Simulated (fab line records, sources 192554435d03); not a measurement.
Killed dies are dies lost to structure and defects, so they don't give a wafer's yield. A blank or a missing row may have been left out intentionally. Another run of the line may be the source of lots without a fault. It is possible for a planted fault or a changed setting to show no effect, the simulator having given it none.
Which tool is to blame? || flow n5 finfet || Sampling: 24 lots, 72 wafers, 5 of 1938 route steps

WHAT THE GAUGES READ, wafer by wafer
N5_DUMMY_GATE_CD_MEAS_50: target cd 14 nm.
{"lot": "L074", "measured": "day 2 23:07", "on": "cd sem-03", "cd nm (nm)": "13.90 14.31 13.99"}
{"lot": "L075", "measured": "day 3 03:58", "on": "cd sem-02", "cd nm (nm)": "13.79 13.72 13.85"}
{"lot": "L076", "measured": "day 3 12:04", "on": "cd sem-02", "cd nm (nm)": "13.85 13.73 13.53"}
{"lot": "L077", "measured": "day 3 18:51", "on": "cd sem-03", "cd nm (nm)": "13.76 13.90 13.68"}
{"lot": "L078", "measured": "day 3 21:32", "on": "cd sem-02", "cd nm (nm)": "13.74 14.22 14.12"}
{"lot": "L079", "measured": "day 4 04:50", "on": "cd sem-02", "cd nm (nm)": "13.94 13.68 13.80"}
{"lot": "L080", "measured": "day 4 09:03", "on": "cd sem-03", "cd nm (nm)": "14.13 13.96 13.87"}
{"lot": "L081", "measured": "day 4 16:23", "on": "cd sem-01", "cd nm (nm)": "13.69 14.02 13.51"}
{"lot": "L082", "measured": "day 5 03:58", "on": "cd sem-03", "cd nm (nm)": "13.60 14.32 13.85"}
{"lot": "L083", "measured": "day 5 07:32", "on": "cd sem-01", "cd nm (nm)": "14.04 14.13 13.72"}
{"lot": "L084", "measured": "day 5 12:57", "on": "cd sem-03", "cd nm (nm)": "14.06 14.52 13.50"}
{"lot": "L085", "measured": "day 5 18:16", "on": "cd sem-02", "cd nm (nm)": "13.48 14.15 14.08"}
{"lot": "L086", "measured": "day 6 01:11", "on": "cd sem-03", "cd nm (nm)": "14.14 14.45 13.77"}
{"lot": "L087", "measured": "day 6 05:06", "on": "cd sem-01", "cd nm (nm)": "14.34 13.82 13.71"}
{"lot": "L088", "measured": "day 6 09:50", "on": "cd sem-02", "cd nm (nm)": "13.93 13.96 14.04"}
{"lot": "L089", "measured": "day 6 18:45", "on": "cd sem-03", "cd nm (nm)": "14.00 13.48 13.80"}
{"lot": "L090", "measured": "day 6 22:57", "on": "cd sem-03", "cd nm (nm)": "14.16 14.07 13.77"}
{"lot": "L091", "measured": "day 7 05:58", "on": "cd sem-02", "cd nm (nm)": "13.99 14.16 14.33"}
{"lot": "L092", "measured": "day 7 09:52", "on": "cd sem-02", "cd nm (nm)": "14.15 13.92 14.27"}
{"lot": "L093", "measured": "day 7 17:14", "on": "cd sem-03", "cd nm (nm)": "14.06 13.53 13.80"}
{"lot": "L094", "measured": "day 7 21:58", "on": "cd sem-03", "cd nm (nm)": "14.07 14.27 14.11"}
{"lot": "L095", "measured": "day 8 05:14", "on": "cd sem-02", "cd nm (nm)": "14.59 14.44 14.87"}
{"lot": "L096", "measured": "day 8 12:17", "on": "cd sem-01", "cd nm (nm)": "13.88 14.69 14.22"}
{"lot": "L097", "measured": "day 8 16:22", "on": "cd sem-01", "cd nm (nm)": "13.96 13.98 13.65"}

N5_ILD0_THK_MEAS_08.
{"lot": "L074", "measured": "day 3 12:51", "on": "film metro-01", "thk nm (nm)": "137.9 138.8 139.8"}
{"lot": "L075", "measured": "day 3 17:53", "on": "film metro-01", "thk nm (nm)": "139.3 139.1 139.3"}
{"lot": "L076", "measured": "day 4 02:14", "on": "film metro-01", "thk nm (nm)": "137.4 137.5 138.1"}
{"lot": "L077", "measured": "day 4 09:50", "on": "film metro-01", "thk nm (nm)": "139.8 139.9 140.0"}
{"lot": "L078", "measured": "day 4 11:32", "on": "film metro-02", "thk nm (nm)": "140.4 139.5 139.6"}
{"lot": "L079", "measured": "day 4 19:14", "on": "film metro-01", "thk nm (nm)": "138.9 138.6 139.9"}
{"lot": "L080", "measured": "day 4 23:13", "on": "film metro-01", "thk nm (nm)": "138.9 139.8 139.0"}
{"lot": "L081", "measured": "day 5 08:53", "on": "film metro-01", "thk nm (nm)": "137.4 138.1 139.2"}
{"lot": "L082", "measured": "day 5 19:13", "on": "film metro-02", "thk nm (nm)": "138.2 137.6 137.1"}
{"lot": "L083", "measured": "day 5 21:31", "on": "film metro-01", "thk nm (nm)": "138.5 138.4 138.1"}
{"lot": "L084", "measured": "day 6 02:49", "on": "film metro-01", "thk nm (nm)": "138.2 138.0 139.7"}
{"lot": "L085", "measured": "day 6 09:34", "on": "film metro-01", "thk nm (nm)": "139.1 140.6 138.6"}
{"lot": "L086", "measured": "day 6 15:29", "on": "film metro-01", "thk nm (nm)": "138.4 139.0 139.3"}
{"lot": "L087", "measured": "day 6 18:59", "on": "film metro-02", "thk nm (nm)": "138.0 137.3 137.1"}
{"lot": "L088", "measured": "day 7 00:08", "on": "film metro-02", "thk nm (nm)": "137.5 138.1 137.3"}
{"lot": "L089", "measured": "day 7 08:52", "on": "film metro-02", "thk nm (nm)": "138.6 137.3 138.8"}
{"lot": "L090", "measured": "day 7 13:08", "on": "film metro-01", "thk nm (nm)": "139.0 139.1 139.0"}
{"lot": "L091", "measured": "day 7 22:01", "on": "film metro-02", "thk nm (nm)": "139.5 139.9 139.8"}
{"lot": "L092", "measured": "day 8 00:07", "on": "film metro-01", "thk nm (nm)": "138.3 139.1 139.4"}
{"lot": "L093", "measured": "day 8 06:50", "on": "film metro-01", "thk nm (nm)": "138.9 139.4 137.9"}
{"lot": "L094", "measured": "day 8 12:31", "on": "film metro-01", "thk nm (nm)": "139.7 137.9 138.1"}
{"lot": "L095", "measured": "day 8 19:16", "on": "film metro-01", "thk nm (nm)": "139.2 138.1 139.3"}
{"lot": "L096", "measured": "day 9 03:21", "on": "film metro-02", "thk nm (nm)": "136.4 137.8 137.6"}
{"lot": "L097", "measured": "day 9 06:54", "on": "film metro-01", "thk nm (nm)": "138.6 138.8 138.4"}

EACH LOT AND THE TOOL THAT RAN IT (in order: tool; ch and the chambers of the sampled wafers; start)
{"lot": "L074", "N5_DUMMY_GATE_STRIP_48": "rie diel-06 ch 2,3, day 2 23:43", "N5_SD_EPI_N_VAPOR_ETCH_50": "epi rpcvd-03 ch 0, day 3 02:26", "N5_SD_ACTIVATION_RTA_00": "rtp anneal-02 ch 0, day 3 09:07"}
{"lot": "L075", "N5_DUMMY_GATE_STRIP_48": "rie diel-06 ch 1,3, day 3 04:32", "N5_SD_EPI_N_VAPOR_ETCH_50": "epi rpcvd-02 ch 0, day 3 07:28", "N5_SD_ACTIVATION_RTA_00": "rtp anneal-01 ch 0, day 3 14:09"}
{"lot": "L076", "N5_DUMMY_GATE_STRIP_48": "rie diel-06 ch 0,1,3, day 3 12:40", "N5_SD_EPI_N_VAPOR_ETCH_50": "epi rpcvd-03 ch 0, day 3 15:41", "N5_SD_ACTIVATION_RTA_00": "rtp anneal-02 ch 0, day 3 22:23"}
{"lot": "L077", "N5_DUMMY_GATE_STRIP_48": "rie diel-01 ch 0,3, day 3 19:40", "N5_SD_EPI_N_VAPOR_ETCH_50": "epi rpcvd-01 ch 0, day 3 22:46", "N5_SD_ACTIVATION_RTA_00": "rtp anneal-01 ch 0, day 4 06:07"}
{"lot": "L078", "N5_DUMMY_GATE_STRIP_48": "rie diel-02 ch 0,1,3, day 3 22:07", "N5_SD_EPI_N_VAPOR_ETCH_50": "epi rpcvd-03 ch 0, day 4 00:58", "N5_SD_ACTIVATION_RTA_00": "rtp anneal-01 ch 0, day 4 07:47"}
{"lot": "L079", "N5_DUMMY_GATE_STRIP_48": "rie diel-01 ch 0,1,3, day 4 05:27", "N5_SD_EPI_N_VAPOR_ETCH_50": "epi rpcvd-03 ch 0, day 4 08:23", "N5_SD_ACTIVATION_RTA_00": "rtp anneal-02 ch 0, day 4 15:07"}
{"lot": "L080", "N5_DUMMY_GATE_STRIP_48": "rie diel-06 ch 0,1,3, day 4 09:38", "N5_SD_EPI_N_VAPOR_ETCH_50": "epi rpcvd-01 ch 0, day 4 12:32", "N5_SD_ACTIVATION_RTA_00": "rtp anneal-02 ch 0, day 4 19:08"}
{"lot": "L081", "N5_DUMMY_GATE_STRIP_48": "rie diel-01 ch 0,2,3, day 4 17:08", "N5_SD_EPI_N_VAPOR_ETCH_50": "epi rpcvd-03 ch 0, day 4 21:33", "N5_SD_ACTIVATION_RTA_00": "rtp anneal-01 ch 0, day 5 04:44"}
{"lot": "L082", "N5_DUMMY_GATE_STRIP_48": "rie diel-02 ch 2,3, day 5 04:33", "N5_SD_EPI_N_VAPOR_ETCH_50": "epi rpcvd-03 ch 0, day 5 08:34", "N5_SD_ACTIVATION_RTA_00": "rtp anneal-02 ch 0, day 5 15:28"}
{"lot": "L083", "N5_DUMMY_GATE_STRIP_48": "rie diel-06 ch 1,2,3, day 5 08:08", "N5_SD_EPI_N_VAPOR_ETCH_50": "epi rpcvd-01 ch 0, day 5 11:05", "N5_SD_ACTIVATION_RTA_00": "rtp anneal-01 ch 0, day 5 17:47"}
{"lot": "L084", "N5_DUMMY_GATE_STRIP_48": "rie diel-06 ch 0,1, day 5 13:32", "N5_SD_EPI_N_VAPOR_ETCH_50": "epi rpcvd-03 ch 0, day 5 16:13", "N5_SD_ACTIVATION_RTA_00": "rtp anneal-01 ch 0, day 5 23:00"}
{"lot": "L085", "N5_DUMMY_GATE_STRIP_48": "rie diel-01 ch 0,1,3, day 5 18:52", "N5_SD_EPI_N_VAPOR_ETCH_50": "epi rpcvd-03 ch 0, day 5 21:44", "N5_SD_ACTIVATION_RTA_00": "rtp anneal-01 ch 0, day 6 05:35"}
{"lot": "L086", "N5_DUMMY_GATE_STRIP_48": "rie diel-01 ch 1,2, day 6 01:47", "N5_SD_EPI_N_VAPOR_ETCH_50": "epi rpcvd-02 ch 0, day 6 04:55", "N5_SD_ACTIVATION_RTA_00": "rtp anneal-01 ch 0, day 6 11:43"}
{"lot": "L087", "N5_DUMMY_GATE_STRIP_48": "rie diel-02 ch 1,3, day 6 05:41", "N5_SD_EPI_N_VAPOR_ETCH_50": "epi rpcvd-03 ch 0, day 6 08:30", "N5_SD_ACTIVATION_RTA_00": "rtp anneal-02 ch 0, day 6 15:16"}
{"lot": "L088", "N5_DUMMY_GATE_STRIP_48": "rie diel-02 ch 0,2, day 6 10:26", "N5_SD_EPI_N_VAPOR_ETCH_50": "epi rpcvd-03 ch 0, day 6 13:24", "N5_SD_ACTIVATION_RTA_00": "rtp anneal-01 ch 0, day 6 20:14"}
{"lot": "L089", "N5_DUMMY_GATE_STRIP_48": "rie diel-01 ch 0,1,3, day 6 19:24", "N5_SD_EPI_N_VAPOR_ETCH_50": "epi rpcvd-02 ch 0, day 6 22:04", "N5_SD_ACTIVATION_RTA_00": "rtp anneal-01 ch 0, day 7 05:07"}
{"lot": "L090", "N5_DUMMY_GATE_STRIP_48": "rie diel-02 ch 0,1,3, day 6 23:40", "N5_SD_EPI_N_VAPOR_ETCH_50": "epi rpcvd-01 ch 0, day 7 02:29", "N5_SD_ACTIVATION_RTA_00": "rtp anneal-02 ch 0, day 7 09:23"}
{"lot": "L091", "N5_DUMMY_GATE_STRIP_48": "rie diel-02 ch 0,1,3, day 7 06:34", "N5_SD_EPI_N_VAPOR_ETCH_50": "epi rpcvd-02 ch 0, day 7 10:45", "N5_SD_ACTIVATION_RTA_00": "rtp anneal-02 ch 0, day 7 18:12"}
{"lot": "L092", "N5_DUMMY_GATE_STRIP_48": "rie diel-02 ch 1,3, day 7 10:31", "N5_SD_EPI_N_VAPOR_ETCH_50": "epi rpcvd-01 ch 0, day 7 13:40", "N5_SD_ACTIVATION_RTA_00": "rtp anneal-02 ch 0, day 7 20:23"}
{"lot": "L093", "N5_DUMMY_GATE_STRIP_48": "rie diel-01 ch 0,2, day 7 17:51", "N5_SD_EPI_N_VAPOR_ETCH_50": "epi rpcvd-01 ch 0, day 7 20:30", "N5_SD_ACTIVATION_RTA_00": "rtp anneal-01 ch 0, day 8 03:04"}
{"lot": "L094", "N5_DUMMY_GATE_STRIP_48": "rie diel-06 ch 1,2, day 7 22:33", "N5_SD_EPI_N_VAPOR_ETCH_50": "epi rpcvd-02 ch 0, day 8 01:43", "N5_SD_ACTIVATION_RTA_00": "rtp anneal-01 ch 0, day 8 08:48"}
{"lot": "L095", "N5_DUMMY_GATE_STRIP_48": "rie diel-01 ch 1,2, day 8 05:49", "N5_SD_EPI_N_VAPOR_ETCH_50": "epi rpcvd-03 ch 0, day 8 08:35", "N5_SD_ACTIVATION_RTA_00": "rtp anneal-01 ch 0, day 8 15:17"}
{"lot": "L096", "N5_DUMMY_GATE_STRIP_48": "rie diel-01 ch 0,2, day 8 12:53", "N5_SD_EPI_N_VAPOR_ETCH_50": "epi rpcvd-03 ch 0, day 8 16:40", "N5_SD_ACTIVATION_RTA_00": "rtp anneal-01 ch 0, day 8 23:23"}
{"lot": "L097", "N5_DUMMY_GATE_STRIP_48": "rie diel-06 ch 0,2,3, day 8 16:57", "N5_SD_EPI_N_VAPOR_ETCH_50": "epi rpcvd-01 ch 0, day 8 20:14", "N5_SD_ACTIVATION_RTA_00": "rtp anneal-01 ch 0, day 9 03:05"}
- N5_DUMMY_GATE_STRIP_48: strips in N2/H2, time 20 s.
- N5_SD_EPI_N_VAPOR_ETCH_50: etches Si in HCl, time 54 s.
- N5_SD_ACTIVATION_RTA_00: time 0 s.

WHAT THE TOOLS THEMSELVES READ (means of the sampled wafers that have a number; where no wafer has one, the mark that the record gives instead)
N5_DUMMY_GATE_STRIP_48.
{"lot": "L074", "tool": "rie diel-06", "bias power w (W)": 2.996, "drypump motor current A (A)": 5.4, "oes product au (a.u.)": 0.73, "rf vpp V (V)": 45.4, "showerhead plenum p Torr (Torr)": 3.24, "temp c (C)": 40.03, "throttle valve pct (%)": 12.21}
{"lot": "L075", "tool": "rie diel-06", "bias power w (W)": 3.004, "drypump motor current A (A)": 5.4, "oes product au (a.u.)": 0.74, "rf vpp V (V)": 44.8, "showerhead plenum p Torr (Torr)": 3.24, "temp c (C)": 40.04, "throttle valve pct (%)": 12.22}
{"lot": "L076", "tool": "rie diel-06", "bias power w (W)": 3.002, "drypump motor current A (A)": 5.4, "oes product au (a.u.)": 0.75, "rf vpp V (V)": 45.7, "showerhead plenum p Torr (Torr)": 3.29, "temp c (C)": 40.10, "throttle valve pct (%)": 12.30}
{"lot": "L077", "tool": "rie diel-01", "bias power w (W)": 2.991, "drypump motor current A (A)": 5.5, "oes product au (a.u.)": 0.79, "rf vpp V (V)": 44.8, "showerhead plenum p Torr (Torr)": 3.22, "temp c (C)": 39.87, "throttle valve pct (%)": 12.07}
{"lot": "L078", "tool": "rie diel-02", "bias power w (W)": 2.996, "drypump motor current A (A)": 5.8, "oes product au (a.u.)": 0.84, "rf vpp V (V)": 45.3, "showerhead plenum p Torr (Torr)": 3.42, "temp c (C)": 40.06, "throttle valve pct (%)": 11.98}
{"lot": "L079", "tool": "rie diel-01", "bias power w (W)": 3.003, "drypump motor current A (A)": 5.3, "oes product au (a.u.)": 0.76, "rf vpp V (V)": 45.2, "showerhead plenum p Torr (Torr)": 3.34, "temp c (C)": 39.94, "throttle valve pct (%)": 12.22}
{"lot": "L080", "tool": "rie diel-06", "bias power w (W)": 3.006, "drypump motor current A (A)": 5.4, "oes product au (a.u.)": 0.74, "rf vpp V (V)": 45.2, "showerhead plenum p Torr (Torr)": 3.29, "temp c (C)": 39.97, "throttle valve pct (%)": 12.31}
{"lot": "L081", "tool": "rie diel-01", "bias power w (W)": 3.008, "drypump motor current A (A)": 5.8, "oes product au (a.u.)": 0.76, "rf vpp V (V)": 45.2, "showerhead plenum p Torr (Torr)": 3.30, "temp c (C)": 39.92, "throttle valve pct (%)": 12.12}
{"lot": "L082", "tool": "rie diel-02", "bias power w (W)": 2.998, "drypump motor current A (A)": 5.4, "oes product au (a.u.)": 0.78, "rf vpp V (V)": 44.9, "showerhead plenum p Torr (Torr)": 3.30, "temp c (C)": 39.87, "throttle valve pct (%)": 12.10}
{"lot": "L083", "tool": "rie diel-06", "bias power w (W)": 2.997, "drypump motor current A (A)": 5.2, "oes product au (a.u.)": 0.75, "rf vpp V (V)": 44.2, "showerhead plenum p Torr (Torr)": 3.25, "temp c (C)": 40.19, "throttle valve pct (%)": 12.19}
{"lot": "L084", "tool": "rie diel-06", "bias power w (W)": 3.000, "drypump motor current A (A)": 5.1, "oes product au (a.u.)": 0.77, "rf vpp V (V)": 45.8, "showerhead plenum p Torr (Torr)": 3.30, "temp c (C)": 39.94, "throttle valve pct (%)": 12.28}
{"lot": "L085", "tool": "rie diel-01", "bias power w (W)": 2.999, "drypump motor current A (A)": 5.3, "oes product au (a.u.)": 0.75, "rf vpp V (V)": 44.9, "showerhead plenum p Torr (Torr)": 3.33, "temp c (C)": 40.05, "throttle valve pct (%)": 12.24}
{"lot": "L086", "tool": "rie diel-01", "bias power w (W)": 2.998, "drypump motor current A (A)": 5.2, "oes product au (a.u.)": 0.73, "rf vpp V (V)": 45.4, "showerhead plenum p Torr (Torr)": 3.45, "temp c (C)": 39.97, "throttle valve pct (%)": 12.28}
{"lot": "L087", "tool": "rie diel-02", "bias power w (W)": 3.003, "drypump motor current A (A)": 6.0, "oes product au (a.u.)": 0.79, "rf vpp V (V)": 44.8, "showerhead plenum p Torr (Torr)": 3.35, "temp c (C)": 40.01, "throttle valve pct (%)": 12.09}
{"lot": "L088", "tool": "rie diel-02", "bias power w (W)": 3.011, "drypump motor current A (A)": 5.2, "oes product au (a.u.)": 0.80, "rf vpp V (V)": 45.5, "showerhead plenum p Torr (Torr)": 3.35, "temp c (C)": 39.97, "throttle valve pct (%)": 12.06}
{"lot": "L089", "tool": "rie diel-01", "bias power w (W)": 2.999, "drypump motor current A (A)": 5.3, "oes product au (a.u.)": 0.74, "rf vpp V (V)": 45.6, "showerhead plenum p Torr (Torr)": 3.33, "temp c (C)": 40.07, "throttle valve pct (%)": 12.26}
{"lot": "L090", "tool": "rie diel-02", "bias power w (W)": 3.003, "drypump motor current A (A)": 5.8, "oes product au (a.u.)": 0.82, "rf vpp V (V)": 44.8, "showerhead plenum p Torr (Torr)": 3.40, "temp c (C)": 39.93, "throttle valve pct (%)": 12.02}
{"lot": "L091", "tool": "rie diel-02", "bias power w (W)": 3.004, "drypump motor current A (A)": 5.8, "oes product au (a.u.)": 0.81, "rf vpp V (V)": 45.3, "showerhead plenum p Torr (Torr)": 3.40, "temp c (C)": 39.90, "throttle valve pct (%)": 12.02}
{"lot": "L092", "tool": "rie diel-02", "bias power w (W)": 2.992, "drypump motor current A (A)": 6.2, "oes product au (a.u.)": 0.78, "rf vpp V (V)": 44.9, "showerhead plenum p Torr (Torr)": 3.29, "temp c (C)": 39.98, "throttle valve pct (%)": 12.11}
{"lot": "L093", "tool": "rie diel-01", "bias power w (W)": 3.002, "drypump motor current A (A)": 5.7, "oes product au (a.u.)": 0.77, "rf vpp V (V)": 45.2, "showerhead plenum p Torr (Torr)": 3.22, "temp c (C)": 40.04, "throttle valve pct (%)": 12.01}
{"lot": "L094", "tool": "rie diel-06", "bias power w (W)": 3.005, "drypump motor current A (A)": 5.0, "oes product au (a.u.)": 0.76, "rf vpp V (V)": 45.0, "showerhead plenum p Torr (Torr)": 3.25, "temp c (C)": 40.00, "throttle valve pct (%)": 12.19}
{"lot": "L095", "tool": "rie diel-01", "bias power w (W)": 3.011, "drypump motor current A (A)": 5.2, "oes product au (a.u.)": 0.71, "rf vpp V (V)": 45.3, "showerhead plenum p Torr (Torr)": 3.45, "temp c (C)": 40.00, "throttle valve pct (%)": 12.33}
{"lot": "L096", "tool": "rie diel-01", "bias power w (W)": 2.993, "drypump motor current A (A)": 5.7, "oes product au (a.u.)": 0.77, "rf vpp V (V)": 45.3, "showerhead plenum p Torr (Torr)": 3.21, "temp c (C)": 39.85, "throttle valve pct (%)": 12.02}
{"lot": "L097", "tool": "rie diel-06", "bias power w (W)": 3.000, "drypump motor current A (A)": 5.4, "oes product au (a.u.)": 0.72, "rf vpp V (V)": 44.3, "showerhead plenum p Torr (Torr)": 3.27, "temp c (C)": 40.11, "throttle valve pct (%)": 12.40}

N5_SD_EPI_N_VAPOR_ETCH_50.
{"lot": "L074", "tool": "epi rpcvd-03", "throttle valve pct (%)": 11.3}
{"lot": "L075", "tool": "epi rpcvd-02", "throttle valve pct (%)": 12.1}
{"lot": "L076", "tool": "epi rpcvd-03", "throttle valve pct (%)": 11.1}
{"lot": "L077", "tool": "epi rpcvd-01", "throttle valve pct (%)": 11.6}
{"lot": "L078", "tool": "epi rpcvd-03", "throttle valve pct (%)": 11.2}
{"lot": "L079", "tool": "epi rpcvd-03", "throttle valve pct (%)": 11.2}
{"lot": "L080", "tool": "epi rpcvd-01", "throttle valve pct (%)": 11.7}
{"lot": "L081", "tool": "epi rpcvd-03", "throttle valve pct (%)": 11.3}
{"lot": "L082", "tool": "epi rpcvd-03", "throttle valve pct (%)": 11.2}
{"lot": "L083", "tool": "epi rpcvd-01", "throttle valve pct (%)": 11.7}
{"lot": "L084", "tool": "epi rpcvd-03", "throttle valve pct (%)": 11.2}
{"lot": "L085", "tool": "epi rpcvd-03", "throttle valve pct (%)": 11.4}
{"lot": "L086", "tool": "epi rpcvd-02", "throttle valve pct (%)": 12.2}
{"lot": "L087", "tool": "epi rpcvd-03", "throttle valve pct (%)": 11.3}
{"lot": "L088", "tool": "epi rpcvd-03", "throttle valve pct (%)": 11.1}
{"lot": "L089", "tool": "epi rpcvd-02", "throttle valve pct (%)": 12.2}
{"lot": "L090", "tool": "epi rpcvd-01", "throttle valve pct (%)": 11.8}
{"lot": "L091", "tool": "epi rpcvd-02", "throttle valve pct (%)": 12.2}
{"lot": "L092", "tool": "epi rpcvd-01", "throttle valve pct (%)": 11.7}
{"lot": "L093", "tool": "epi rpcvd-01", "throttle valve pct (%)": 11.8}
{"lot": "L094", "tool": "epi rpcvd-02", "throttle valve pct (%)": 12.2}
{"lot": "L095", "tool": "epi rpcvd-03", "throttle valve pct (%)": 11.1}
{"lot": "L096", "tool": "epi rpcvd-03", "throttle valve pct (%)": 11.3}
{"lot": "L097", "tool": "epi rpcvd-01", "throttle valve pct (%)": 11.6}

N5_SD_ACTIVATION_RTA_00.
{"lot": "L074", "tool": "rtp anneal-02", "lamp power pct (%)": 8.93, "lamp_zone_4_pct (%)": 8.966, "wafer_temp_C_max": 974.6}
{"lot": "L075", "tool": "rtp anneal-01", "lamp power pct (%)": 8.97, "lamp_zone_4_pct (%)": 8.929, "wafer_temp_C_max": 973.0}
{"lot": "L076", "tool": "rtp anneal-02", "lamp power pct (%)": 8.95, "lamp_zone_4_pct (%)": 8.955, "wafer_temp_C_max": 975.4}
{"lot": "L077", "tool": "rtp anneal-01", "lamp power pct (%)": 9.01, "lamp_zone_4_pct (%)": 8.971, "wafer_temp_C_max": 974.9}
{"lot": "L078", "tool": "rtp anneal-01", "lamp power pct (%)": 8.92, "lamp_zone_4_pct (%)": 8.950, "wafer_temp_C_max": 973.9}
{"lot": "L079", "tool": "rtp anneal-02", "lamp power pct (%)": 8.95, "lamp_zone_4_pct (%)": 8.924, "wafer_temp_C_max": 976.7}
{"lot": "L080", "tool": "rtp anneal-02", "lamp power pct (%)": 8.99, "lamp_zone_4_pct (%)": 8.979, "wafer_temp_C_max": 975.5}
{"lot": "L081", "tool": "rtp anneal-01", "lamp power pct (%)": 8.95, "lamp_zone_4_pct (%)": 8.963, "wafer_temp_C_max": 975.9}
{"lot": "L082", "tool": "rtp anneal-02", "lamp power pct (%)": 8.93, "lamp_zone_4_pct (%)": 8.930, "wafer_temp_C_max": 976.2}
{"lot": "L083", "tool": "rtp anneal-01", "lamp power pct (%)": 8.92, "lamp_zone_4_pct (%)": 8.927, "wafer_temp_C_max": 975.0}
{"lot": "L084", "tool": "rtp anneal-01", "lamp power pct (%)": 8.99, "lamp_zone_4_pct (%)": 8.934, "wafer_temp_C_max": 974.3}
{"lot": "L085", "tool": "rtp anneal-01", "lamp power pct (%)": 8.98, "lamp_zone_4_pct (%)": 8.960, "wafer_temp_C_max": 975.5}
{"lot": "L086", "tool": "rtp anneal-01", "lamp power pct (%)": 8.94, "lamp_zone_4_pct (%)": 8.942, "wafer_temp_C_max": 976.1}
{"lot": "L087", "tool": "rtp anneal-02", "lamp power pct (%)": 8.94, "lamp_zone_4_pct (%)": 8.946, "wafer_temp_C_max": 973.7}
{"lot": "L088", "tool": "rtp anneal-01", "lamp power pct (%)": 9.00, "lamp_zone_4_pct (%)": 8.958, "wafer_temp_C_max": 974.2}
{"lot": "L089", "tool": "rtp anneal-01", "lamp power pct (%)": 9.00, "lamp_zone_4_pct (%)": 8.931, "wafer_temp_C_max": 974.8}
{"lot": "L090", "tool": "rtp anneal-02", "lamp power pct (%)": 8.99, "lamp_zone_4_pct (%)": 8.968, "wafer_temp_C_max": 974.4}
{"lot": "L091", "tool": "rtp anneal-02", "lamp power pct (%)": 8.97, "lamp_zone_4_pct (%)": 8.937, "wafer_temp_C_max": 974.9}
{"lot": "L092", "tool": "rtp anneal-02", "lamp power pct (%)": 8.99, "lamp_zone_4_pct (%)": 8.964, "wafer_temp_C_max": 975.3}
{"lot": "L093", "tool": "rtp anneal-01", "lamp power pct (%)": 8.95, "lamp_zone_4_pct (%)": 8.912, "wafer_temp_C_max": 976.2}
{"lot": "L094", "tool": "rtp anneal-01", "lamp power pct (%)": 8.96, "lamp_zone_4_pct (%)": 8.945, "wafer_temp_C_max": 975.9}
{"lot": "L095", "tool": "rtp anneal-01", "lamp power pct (%)": 8.96, "lamp_zone_4_pct (%)": 8.952, "wafer_temp_C_max": 976.0}
{"lot": "L096", "tool": "rtp anneal-01", "lamp power pct (%)": 8.90, "lamp_zone_4_pct (%)": 8.970, "wafer_temp_C_max": 973.5}
{"lot": "L097", "tool": "rtp anneal-01", "lamp power pct (%)": 8.88, "lamp_zone_4_pct (%)": 8.930, "wafer_temp_C_max": 976.0}

THE ANSWER, worked out from the rows above alone
Rule: usual is defined by the lots themselves. The widest of any qualifying gaps counts: lots, ordered by their means at a reading, are off when they make up no more than a third of the lots, leave a main group of 4 or more, and stand apart from it by 3 or more times the standard deviation of that group's means. The tables above print the reading to a certain number of digits; a main group whose means all agree to those digits is not used. Also off: a lot with no number at a reading for which 4 or more lots have one. All remaining lots with rows at the step are treated as sound. After the gauges, taken in route order, come the tools' own readings; for these a lot's mean is taken, as printed above. At the first step where some lot is off, the reading lying furthest off is the one used; lots without a number count as furthest.
Nothing can be told from this: no lot is off at any reading shown.

WHAT THE SIMULATOR HAD PUT IN
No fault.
